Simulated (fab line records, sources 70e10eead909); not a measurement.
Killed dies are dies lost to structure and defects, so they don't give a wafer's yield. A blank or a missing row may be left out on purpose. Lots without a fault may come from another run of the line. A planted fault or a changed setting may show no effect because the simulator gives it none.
Chamber matching | flow nand_harc | NHARC_A_M1_DESCUM_14 on rie_diel-04: 3 sister chambers
The step chemistry O2, time 3 s. 6 wafers are shown with their chamber, then 5 later ones without.

WAFERS WITH THEIR CHAMBER
wafer  | chamber | drypump_motor_current_A (A) | rf_vpp_V (V)
L083.5 | 2       | 6.1                         | 57.7
L086.1 | 2       | 6.2                         | 58.5
L086.3 | 3       | 6.4                         | 57.8
L086.4 | 0       | 5.7                         | 57.8
L088.2 | 3       | 6.5                         | 58.4
L088.4 | 0       | 5.7                         | 59.6

WAFERS WITHOUT THEIR CHAMBER
wafer  | drypump_motor_current_A (A) | rf_vpp_V (V)
L089.2 | 6.5                         | 56.5
L089.4 | 6.1                         | 57.9
L089.6 | 6.5                         | 57.3
L093.3 | 5.7                         | 58.3
L093.5 | 5.7                         | 58.5

WHICH CHAMBER EACH WENT THROUGH
wafer  | from the rows above | in truth
L089.2 | 3                   | 3
L089.4 | 2                   | 2
L089.6 | 3                   | 3
L093.3 | 0                   | 0
L093.5 | 0                   | 0
Placed correctly: 5 of 5. Can't be placed from these rows: 0. Placed wrongly: 0.
How it was worked out, from the rows above alone: a wafer's distance from a chamber is the root of the sum, over the readings, of the square of ((its reading less the chamber's mean) divided by the reading's scatter). The wafer belongs to the nearest chamber; if the next one is less than 2 further off, it can't be placed. A chamber's mean is the mean of its shown wafers. The scatter: the root of (the sum of the squares of (reading less its chamber's mean) over the shown wafers, divided by (wafers less chambers)).
